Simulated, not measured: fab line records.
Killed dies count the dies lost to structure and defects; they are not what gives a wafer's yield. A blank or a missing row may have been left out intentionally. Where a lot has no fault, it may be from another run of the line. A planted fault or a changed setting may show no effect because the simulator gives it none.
A single fault, viewed from 2 desks ; flow nand_harc ; each desk holds nothing but its own numbers, with what lay behind them at the end

## THE TOOL OWNER'S DESK: cvd_w-01
The tool's own readings at NHARC_A_WL_FILL_CVD_03 (deposits W, target thk 40 nm, time 279 s): means of the sampled wafers that have a number, for each lot that ran on this tool. Any lot whose mean is over 4 standard deviations away from the usual mean is out of limits and marked OUT; that distance is given in the brackets.
Columns: A = heater_power_w at NHARC_A_WL_FILL_CVD_03, usual 501 W; B = throttle_valve_pct at NHARC_A_WL_FILL_CVD_03, usual 8.0 %
lot;first seen here;A;B
L468;day 21 00:09;540;7.7
L469;day 22 01:38;498;7.6
L470;day 22 07:22;506;7.7
L471;day 23 01:20;507;7.8
L472;day 23 07:50;554;7.8
L476;day 24 08:03;466;7.5
L475;day 24 19:58;555;7.9
L478;day 25 10:01;489;7.7
L487;day 29 09:17;501;7.6
L486;day 29 13:58;468;7.7
This desk found nothing out of limits on any of the 10 lots.

## THE DEFECT DESK
For each lot, the counts of the inspections along the route, averaged over the sampled wafers that have a number. Any lot whose mean is over 4 standard deviations away from the usual mean is out of limits and marked OUT; that distance is given in the brackets.
Columns: A = raw_defect_count at NHARC_A_BONDPAD_INSPECT_23, usual 503
lot;first seen here;A
L468;day 23 21:50;575
L469;day 24 21:48;476
L470;day 24 23:39;499
L471;day 25 21:08;430
L472;day 26 03:38;524
L476;day 27 07:43;476
L475;day 27 13:10;580
L478;day 28 04:53;434
L483;day 30 03:21;637
L484;day 30 23:14;429
L487;day 32 06:17;433
L486;day 32 08:07;821
L489;day 33 03:06;438
L488;day 33 04:08;436
This desk found nothing out of limits on any of the 14 lots.

## TAKEN TOGETHER
The desk of the tool owner found nothing out of limits.
No out-of-limits result turned up at the defect desk.

## WHAT THE SIMULATOR HAD PUT IN
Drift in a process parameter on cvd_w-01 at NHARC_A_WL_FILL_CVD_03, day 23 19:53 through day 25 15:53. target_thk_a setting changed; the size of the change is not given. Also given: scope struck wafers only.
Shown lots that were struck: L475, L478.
